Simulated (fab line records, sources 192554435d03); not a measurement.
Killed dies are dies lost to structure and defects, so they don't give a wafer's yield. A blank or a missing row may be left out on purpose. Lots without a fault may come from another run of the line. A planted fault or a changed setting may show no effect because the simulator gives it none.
Problem report in the 8D (eight disciplines) form, filled by code | flow n5_finfet | the parts of the form that need people (team, actions taken, sign-off) are left out

1. THE PROBLEM
trench_depth_nm at N5_BEOL_M3_OCD_MEAS_38 reads a mean of 51.0 nm on 2 wafers of 1 lot; wafers without a fault read 55.0 nm with a standard deviation of 0.79. That is -5.1 standard deviations from the usual mean.
First seen on wafer L868.1, day 13 19:15, on ocd-01. The record holds 26 wafers of 9 lots with a number at this step. Rule for "out", or "out of limits": more than 4 standard deviations from the usual mean. The other wafers with a number count as sound.

2. WHAT IT IS AND WHAT IT IS NOT
question                    | is                     | is not
which readings at this step | trench_depth_nm        | -
which lots                  | L868                   | L852, L853, L854, L856, L857, L858, L862, L870
which wafers of those lots  | all that have a number | -
read on which gauges        | ocd-01                 | ocd-02
when                        | from day 13 19:15      | up to then (21 sound wafers); but 3 sound wafers of L870 came after

3. SUSPECTS, AND WHAT RULES EACH OUT
Counting: a tool at a process step up to the reading stays a suspect if it ran every lot that is out and no sound lot after the first of them.
- the gauge at N5_BEOL_M3_OCD_MEAS_38: ruled out. All the wafers that are out were read on ocd-01, but those of them that N5_BEOL_M3_TRENCH_ETCH_37 has rows for are out there too, on other tools.
- rie_diel-02 at N5_BEOL_M3_STRIP_36 (strips in N2/H2): kept. It ran the lot that is out, L868 (day 13 19:04), and no sound lot after that; its last sound lot up to then is L862 (day 11 07:51).
- rie_diel-02 at N5_BEOL_M3_TRENCH_ETCH_37 (etches SiOC in C4F6/O2, target depth 55.555 nm, time 29.2 s): kept. It ran the lot that is out, L868 (day 13 19:06), and no sound lot after that; its last sound lot up to then is L862 (day 11 07:53). Its own readings are out on those wafers: run_length_s.
Left after counting: rie_diel-02 at N5_BEOL_M3_STRIP_36, rie_diel-02 at N5_BEOL_M3_TRENCH_ETCH_37.

4. THE CAUSE (what the simulator had put in)
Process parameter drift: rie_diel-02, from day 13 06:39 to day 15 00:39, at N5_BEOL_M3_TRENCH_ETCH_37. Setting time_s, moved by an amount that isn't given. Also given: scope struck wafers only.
Counting left 2 suspects, and this tool is among them.

5. THE CHAIN OF EFFECTS, in route order
Each row: a reading whose mean over the struck wafers that have a number lies more than 3 standard deviations from the usual. Only readings for which the record gives a usual standard deviation are gone through. hours: the time from each lot's start at the first step in this table that gives one to its start at this step, as a median over the lots. sigmas: the change in usual standard deviations.
hours | step                      | reading         | usual   | on struck wafers | change | sigmas
0     | N5_BEOL_M3_TRENCH_ETCH_37 | run_length_s    | 52.5 s  | 49.8             | -2.7   | -6.4
0     | N5_BEOL_M3_OCD_MEAS_38    | trench_depth_nm | 55.0 nm | 51.0             | -4.0   | -5.1
The process steps in it:
- N5_BEOL_M3_TRENCH_ETCH_37: etches SiOC in C4F6/O2, target depth 55.555 nm, time 29.2 s.
Later measuring or inspecting steps at which every struck wafer that the step has a row for has a number for every such reading, and none has moved that far: N5_BEOL_M4_RC_MEAS_101.

6. WHAT WOULD HAVE CAUGHT IT SOONER
In this record the first reading out of limits at a measuring or inspecting step was taken at day 13 19:15, 13 hours after the fault began at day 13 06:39.
The tool's own readings at N5_BEOL_M3_TRENCH_ETCH_37 were out on every struck wafer that the step has a row for (run_length_s): an alarm limit on them would have fired on the first of those.
All the lots that are out (1) had begun N5_BEOL_M3_TRENCH_ETCH_37 on rie_diel-02 by day 13 19:15. A hold on the tool at that time would have spared none of them.
